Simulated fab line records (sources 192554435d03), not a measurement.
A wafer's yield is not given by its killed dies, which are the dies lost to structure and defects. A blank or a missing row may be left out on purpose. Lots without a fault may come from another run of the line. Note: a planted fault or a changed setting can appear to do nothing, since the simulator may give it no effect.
Chamber matching :: flow n5-finfet :: 4 sister chambers for N5_BEOL_M5_STRIP_64 on rie-diel-01
The step strips in CF4. 7 wafers are shown with their chamber, then 7 later ones without.

== WAFERS WITH THEIR CHAMBER ==
wafer: L082.5
chamber: 0
showerhead-plenum-p-Torr (Torr): 1.89
drypump-motor-current-A (A): 5.1

wafer: L087.3
chamber: 1
showerhead-plenum-p-Torr (Torr): 1.89
drypump-motor-current-A (A): 6.0

wafer: L087.5
chamber: 2
showerhead-plenum-p-Torr (Torr): 1.77
drypump-motor-current-A (A): 5.6

wafer: L089.1
chamber: 2
showerhead-plenum-p-Torr (Torr): 1.76
drypump-motor-current-A (A): 5.5

wafer: L089.5
chamber: 3
showerhead-plenum-p-Torr (Torr): 1.81
drypump-motor-current-A (A): 5.4

wafer: L092.2
chamber: 3
showerhead-plenum-p-Torr (Torr): 1.81
drypump-motor-current-A (A): 5.4

wafer: L092.3
chamber: 1
showerhead-plenum-p-Torr (Torr): 1.89
drypump-motor-current-A (A): 6.0

== WAFERS MISSING THEIR CHAMBER ==
wafer: L092.5
showerhead-plenum-p-Torr (Torr): 1.88
drypump-motor-current-A (A): 5.1

wafer: L097.1
showerhead-plenum-p-Torr (Torr): 1.76
drypump-motor-current-A (A): 5.5

wafer: L097.2
showerhead-plenum-p-Torr (Torr): 1.81
drypump-motor-current-A (A): 5.4

wafer: L097.3
showerhead-plenum-p-Torr (Torr): 1.88
drypump-motor-current-A (A): 5.0

wafer: L096.3
showerhead-plenum-p-Torr (Torr): 1.81
drypump-motor-current-A (A): 5.4

wafer: L096.4
showerhead-plenum-p-Torr (Torr): 1.88
drypump-motor-current-A (A): 5.0

wafer: L096.5
showerhead-plenum-p-Torr (Torr): 1.88
drypump-motor-current-A (A): 5.1

== WHICH CHAMBER EACH ONE RAN IN ==
wafer: L092.5
from the rows above: 0
in truth: 0

wafer: L097.1
from the rows above: 2
in truth: 2

wafer: L097.2
from the rows above: 3
in truth: 3

wafer: L097.3
from the rows above: 0
in truth: 0

wafer: L096.3
from the rows above: 3
in truth: 3

wafer: L096.4
from the rows above: 0
in truth: 0

wafer: L096.5
from the rows above: 0
in truth: 0
Correctly placed: 7 of 7. Not placeable from these rows: 0. Number placed wrongly: 0.
How it was worked out, from the rows above alone: a wafer's distance from a chamber is the root of the sum, over the readings, of the square of ((its reading less the chamber's mean) divided by the reading's scatter). If the next closest chamber is less than 2 further off than the closest, the wafer can't be placed; otherwise it belongs to the closest. The mean given for a chamber averages the wafers shown for that chamber. The scatter: take each reading less its chamber's mean, square it, sum over the shown wafers, divide by the number of wafers less the number of chambers, and take the root.
